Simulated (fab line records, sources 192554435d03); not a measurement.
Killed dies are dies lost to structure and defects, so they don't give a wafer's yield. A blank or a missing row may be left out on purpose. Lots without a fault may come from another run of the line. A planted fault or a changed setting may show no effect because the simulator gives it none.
Tool commonality check | flow n5_finfet | 8 lots, 24 wafers sampled

WHY IT WAS OPENED
At N5_BEOL_M4_RC_MEAS_101 the reading IOFF_N_LIN is flagged on 2 of 8 lots. Wafers without a fault read 0.077 nA/um, standard deviation 0.011.
Rule: a lot is flagged when every wafer of it that has a number lies more than 4 standard deviations from that mean, or none has a number. The other lots count as sound.

lot  | measured     | on        | IOFF_N_LIN (nA/um), wafer by wafer | flag
L375 | day 7 12:11  | prober-02 | 0.091 0.065 0.094                  |
L376 | day 8 02:38  | prober-01 | 0.091 0.082 0.088                  |
L382 | day 9 15:16  | prober-02 | 0.222 0.191 0.204                  | FLAGGED
L383 | day 9 19:59  | prober-02 | 0.222 0.185 0.230                  | FLAGGED
L385 | day 10 00:07 | prober-02 | 0.112 0.070 0.097                  |
L392 | day 12 05:23 | prober-01 | 0.069 0.059 0.080                  |
L396 | day 13 00:08 | prober-02 | 0.103 0.071 0.083                  |
L398 | day 14 02:40 | prober-01 | 0.078 0.078 0.064                  |
The numbers of the flagged lots are 0.209 nA/um on average: +0.132 nA/um against the usual, or +12 standard deviations.

WHICH TOOL RAN EACH LOT
The record holds 4 process steps before the reading, out of a route of 1938 steps. In each cell: the tool, then ch and the chambers that the sampled wafers went through, then the start.
lot  | flag    | N5_FIN_CUT_CUT_ETCH_28          | N5_FIN_CUT_STRIP_22               | N5_STI_FIN_REVEAL_ALD_14         | N5_STI_FIN_REVEAL_OXIDATION_33
L375 |         | rie_si-06 ch 1,3, day 2 05:18   | rie_diel-04 ch 1,2, day 2 05:22   | ald_sin-02 ch 0,3, day 2 05:37   | plasma_asher-02 ch 0, day 2 14:07
L376 |         | rie_si-02 ch 1,2,3, day 2 11:40 | rie_diel-04 ch 0,2,3, day 2 11:43 | ald_sin-03 ch 1,2,3, day 2 12:45 | plasma_asher-02 ch 0,1, day 2 21:08
L382 | FLAGGED | rie_si-03 ch 0,1,3, day 3 22:08 | rie_diel-05 ch 1,2, day 3 22:12   | ald_sin-04 ch 1,2, day 3 22:27   | plasma_asher-02 ch 0,1, day 4 08:02
L383 | FLAGGED | rie_si-02 ch 2,3, day 4 04:59   | rie_diel-03 ch 1,2,3, day 4 05:02 | ald_sin-04 ch 2,3, day 4 05:20   | plasma_asher-02 ch 0,1, day 4 14:06
L385 |         | rie_si-02 ch 0,1,3, day 4 18:55 | rie_diel-03 ch 0,1,3, day 4 18:59 | ald_sin-02 ch 0,2,3, day 4 19:14 | plasma_asher-02 ch 0,1, day 5 03:37
L392 |         | rie_si-02 ch 1,3, day 6 09:45   | rie_diel-03 ch 0,1,3, day 6 09:49 | ald_sin-04 ch 0,1,2, day 6 11:55 | plasma_asher-02 ch 0,1, day 6 20:16
L396 |         | rie_si-06 ch 1,2,3, day 7 09:53 | rie_diel-03 ch 0,2,3, day 7 09:59 | ald_sin-02 ch 0,1,3, day 7 10:14 | plasma_asher-02 ch 0,1, day 7 18:57
L398 |         | rie_si-06 ch 1,3, day 7 20:53   | rie_diel-04 ch 2,3, day 7 20:57   | ald_sin-03 ch 0,1,2, day 7 21:13 | plasma_asher-02 ch 0,1, day 8 05:44
What these steps do:
- N5_FIN_CUT_CUT_ETCH_28: etches Si in HBr/Cl2/O2, target depth 6 nm, time 2.4 s.
- N5_FIN_CUT_STRIP_22: strips in N2/H2.
- N5_STI_FIN_REVEAL_ALD_14: deposits Si3N4, target thk 3 nm.
- N5_STI_FIN_REVEAL_OXIDATION_33: chemistry O2 PLASMA REMOTE, time 20 s.
- N5_BEOL_M4_RC_MEAS_101

FLAGGED OVER TOTAL, TOOL BY TOOL (the gauges that took the reading come last)
step                           | tool            | lots run | flagged | share of the flagged lots | sound lots run after its first flagged lot
N5_FIN_CUT_CUT_ETCH_28         | rie_si-02       | 4        | 1       | some                      | 2 (L385,L392)
N5_FIN_CUT_CUT_ETCH_28         | rie_si-03       | 1        | 1       | some                      | 0
N5_FIN_CUT_CUT_ETCH_28         | rie_si-06       | 3        | 0       | none                      | -
N5_FIN_CUT_STRIP_22            | rie_diel-03     | 4        | 1       | some                      | 3 (L385,L392,L396)
N5_FIN_CUT_STRIP_22            | rie_diel-04     | 3        | 0       | none                      | -
N5_FIN_CUT_STRIP_22            | rie_diel-05     | 1        | 1       | some                      | 0
N5_STI_FIN_REVEAL_ALD_14       | ald_sin-02      | 3        | 0       | none                      | -
N5_STI_FIN_REVEAL_ALD_14       | ald_sin-03      | 2        | 0       | none                      | -
N5_STI_FIN_REVEAL_ALD_14       | ald_sin-04      | 3        | 2       | all                       | 1 (L392)
N5_STI_FIN_REVEAL_OXIDATION_33 | plasma_asher-02 | 8        | 2       | all                       | 4 (L385,L392,L396,L398)
N5_BEOL_M4_RC_MEAS_101         | prober-01       | 3        | 0       | none                      | -
N5_BEOL_M4_RC_MEAS_101         | prober-02       | 5        | 2       | all                       | 2 (L385,L396)

WHAT THE TABLE ALLOWS
3 rows of the table ran every flagged lot: ald_sin-04 at N5_STI_FIN_REVEAL_ALD_14, plasma_asher-02 at N5_STI_FIN_REVEAL_OXIDATION_33, prober-02 at N5_BEOL_M4_RC_MEAS_101.
- ald_sin-04 at N5_STI_FIN_REVEAL_ALD_14: 2 of its 3 lots flagged. Sound lots ran on it after the first flagged one (L392), which a lasting fault on the whole tool wouldn't allow.
- plasma_asher-02 at N5_STI_FIN_REVEAL_OXIDATION_33: 2 of its 8 lots flagged. Sound lots ran on it after the first flagged one (L385, L392, L396, L398), which a lasting fault on the whole tool wouldn't allow. On the flagged lots its readings are blank where sound lots have values: chamber_pressure_mTorr, drypump_motor_current_A, heater_power_w.
- prober-02 at N5_BEOL_M4_RC_MEAS_101: 2 of its 5 lots flagged. Sound lots ran on it after the first flagged one (L385, L396), which a lasting fault on the whole tool wouldn't allow.
No row of the table ran every flagged lot and no sound lot after the first.

WHAT THE SIMULATOR HAD PUT IN
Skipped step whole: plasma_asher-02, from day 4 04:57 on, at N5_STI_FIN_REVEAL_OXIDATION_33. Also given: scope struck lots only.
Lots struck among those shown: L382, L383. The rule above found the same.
